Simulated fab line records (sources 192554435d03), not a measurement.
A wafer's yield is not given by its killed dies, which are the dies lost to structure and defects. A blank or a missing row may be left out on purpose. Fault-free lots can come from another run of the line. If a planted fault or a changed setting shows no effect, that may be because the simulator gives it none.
Matching of chambers :: flow n5Finfet :: N5_BEOL_M4_ILD_DEP_00 on pecvd-03 has 3 sister chambers
The step deposits SiOC from DEMS/O2, target thk 79 nm, time 15.3 s. 27 wafers are shown with their chamber, then 12 later ones without.

== WAFERS WITH THEIR CHAMBER ==
wafer: L075.2
chamber: 2
throttleValvePct (%): 11.9
showerheadVppV (V): 1332
showerheadPlenumPTorr (Torr): 5.718

wafer: L075.5
chamber: 2
throttleValvePct (%): 11.9
showerheadVppV (V): 1342
showerheadPlenumPTorr (Torr): 5.724

wafer: L075.6
chamber: 1
throttleValvePct (%): 12.8
showerheadVppV (V): 1362
showerheadPlenumPTorr (Torr): 5.671

wafer: L076.1
chamber: 2
throttleValvePct (%): 12.0
showerheadVppV (V): 1306
showerheadPlenumPTorr (Torr): 5.722

wafer: L076.4
chamber: 2
throttleValvePct (%): 12.1
showerheadVppV (V): 1331
showerheadPlenumPTorr (Torr): 5.699

wafer: L076.6
chamber: 0
throttleValvePct (%): 11.3
showerheadVppV (V): 1295
showerheadPlenumPTorr (Torr): 5.670

wafer: L079.3
chamber: 2
throttleValvePct (%): 12.1
showerheadVppV (V): 1321
showerheadPlenumPTorr (Torr): 5.707

wafer: L079.4
chamber: 1
throttleValvePct (%): 12.7
showerheadVppV (V): 1338
showerheadPlenumPTorr (Torr): 5.681

wafer: L079.6
chamber: 1
throttleValvePct (%): 12.8
showerheadVppV (V): 1367
showerheadPlenumPTorr (Torr): 5.695

wafer: L077.3
chamber: 2
throttleValvePct (%): 12.0
showerheadVppV (V): 1349
showerheadPlenumPTorr (Torr): 5.721

wafer: L077.5
chamber: 1
throttleValvePct (%): 12.7
showerheadVppV (V): 1345
showerheadPlenumPTorr (Torr): 5.676

wafer: L077.6
chamber: 2
throttleValvePct (%): 11.8
showerheadVppV (V): 1304
showerheadPlenumPTorr (Torr): 5.726

wafer: L080.3
chamber: 2
throttleValvePct (%): 12.0
showerheadVppV (V): 1342
showerheadPlenumPTorr (Torr): 5.716

wafer: L080.4
chamber: 1
throttleValvePct (%): 12.9
showerheadVppV (V): 1341
showerheadPlenumPTorr (Torr): 5.680

wafer: L080.5
chamber: 2
throttleValvePct (%): 12.3
showerheadVppV (V): 1321
showerheadPlenumPTorr (Torr): 5.722

wafer: L078.1
chamber: 2
throttleValvePct (%): 12.3
showerheadVppV (V): 1331
showerheadPlenumPTorr (Torr): 5.718

wafer: L078.2
chamber: 1
throttleValvePct (%): 12.5
showerheadVppV (V): 1329
showerheadPlenumPTorr (Torr): 5.699

wafer: L078.5
chamber: 1
throttleValvePct (%): 12.7
showerheadVppV (V): 1346
showerheadPlenumPTorr (Torr): 5.679

wafer: L082.2
chamber: 1
throttleValvePct (%): 12.5
showerheadVppV (V): 1350
showerheadPlenumPTorr (Torr): 5.680

wafer: L082.3
chamber: 2
throttleValvePct (%): 12.4
showerheadVppV (V): 1327
showerheadPlenumPTorr (Torr): 5.709

wafer: L082.6
chamber: 1
throttleValvePct (%): 12.5
showerheadVppV (V): 1363
showerheadPlenumPTorr (Torr): 5.690

wafer: L088.1
chamber: 2
throttleValvePct (%): 11.9
showerheadVppV (V): 1353
showerheadPlenumPTorr (Torr): 5.700

wafer: L088.3
chamber: 1
throttleValvePct (%): 12.6
showerheadVppV (V): 1333
showerheadPlenumPTorr (Torr): 5.680

wafer: L088.4
chamber: 2
throttleValvePct (%): 12.5
showerheadVppV (V): 1338
showerheadPlenumPTorr (Torr): 5.719

wafer: L089.1
chamber: 0
throttleValvePct (%): 11.3
showerheadVppV (V): 1306
showerheadPlenumPTorr (Torr): 5.693

wafer: L089.4
chamber: 1
throttleValvePct (%): 12.8
showerheadVppV (V): 1340
showerheadPlenumPTorr (Torr): 5.684

wafer: L089.5
chamber: 2
throttleValvePct (%): 12.4
showerheadVppV (V): 1328
showerheadPlenumPTorr (Torr): 5.726

SIGNATURES, as means of the wafers listed above
reading: throttleValvePct
chamber 0: 11.300
chamber 1: 12.682
chamber 2: 12.114
scatter within a chamber: 0.189

reading: showerheadVppV
chamber 0: 1300.50
chamber 1: 1346.73
chamber 2: 1330.36
scatter within a chamber: 13.4

reading: showerheadPlenumPTorr
chamber 0: 5.68150
chamber 1: 5.68318
chamber 2: 5.71621
scatter within a chamber: 0.00914
Rule: for each reading, subtract the chamber's mean from the wafer's reading, divide by that reading's scatter and square the result; add these up over the readings and take the root, which gives the wafer's distance from the chamber. The wafer belongs to the nearest chamber; if the next one is less than 2 further off, it can't be placed. The scatter: take each reading less its chamber's mean, square it, sum over the shown wafers, divide by the number of wafers less the number of chambers, and take the root.

== WAFERS WITH NO CHAMBER GIVEN ==
wafer: L091.2
throttleValvePct (%): 11.2
showerheadVppV (V): 1300
showerheadPlenumPTorr (Torr): 5.701

wafer: L091.3
throttleValvePct (%): 12.9
showerheadVppV (V): 1357
showerheadPlenumPTorr (Torr): 5.679

wafer: L091.6
throttleValvePct (%): 12.8
showerheadVppV (V): 1331
showerheadPlenumPTorr (Torr): 5.691

wafer: L090.1
throttleValvePct (%): 11.4
showerheadVppV (V): 1327
showerheadPlenumPTorr (Torr): 5.674

wafer: L090.2
throttleValvePct (%): 12.6
showerheadVppV (V): 1333
showerheadPlenumPTorr (Torr): 5.692

wafer: L090.5
throttleValvePct (%): 12.6
showerheadVppV (V): 1365
showerheadPlenumPTorr (Torr): 5.671

wafer: L092.2
throttleValvePct (%): 12.7
showerheadVppV (V): 1379
showerheadPlenumPTorr (Torr): 5.690

wafer: L092.3
throttleValvePct (%): 11.5
showerheadVppV (V): 1300
showerheadPlenumPTorr (Torr): 5.694

wafer: L092.4
throttleValvePct (%): 12.1
showerheadVppV (V): 1325
showerheadPlenumPTorr (Torr): 5.725

wafer: L096.1
throttleValvePct (%): 12.4
showerheadVppV (V): 1352
showerheadPlenumPTorr (Torr): 5.688

wafer: L096.3
throttleValvePct (%): 12.4
showerheadVppV (V): 1324
showerheadPlenumPTorr (Torr): 5.711

wafer: L096.5
throttleValvePct (%): 12.5
showerheadVppV (V): 1333
showerheadPlenumPTorr (Torr): 5.723

== THE CHAMBER EACH PASSED THROUGH ==
wafer: L091.2
from the rows above: 0
in truth: 0

wafer: L091.3
from the rows above: 1
in truth: 1

wafer: L091.6
from the rows above: 1
in truth: 1

wafer: L090.1
from the rows above: 0
in truth: 0

wafer: L090.2
from the rows above: 1
in truth: 1

wafer: L090.5
from the rows above: 1
in truth: 1

wafer: L092.2
from the rows above: 1
in truth: 1

wafer: L092.3
from the rows above: 0
in truth: 0

wafer: L092.4
from the rows above: 2
in truth: 2

wafer: L096.1
from the rows above: 1
in truth: 1

wafer: L096.3
from the rows above: 2
in truth: 2

wafer: L096.5
from the rows above: 2
in truth: 2
Placed correctly: 12 of 12. Can't be placed from these rows: 0. Wrongly placed: 0.
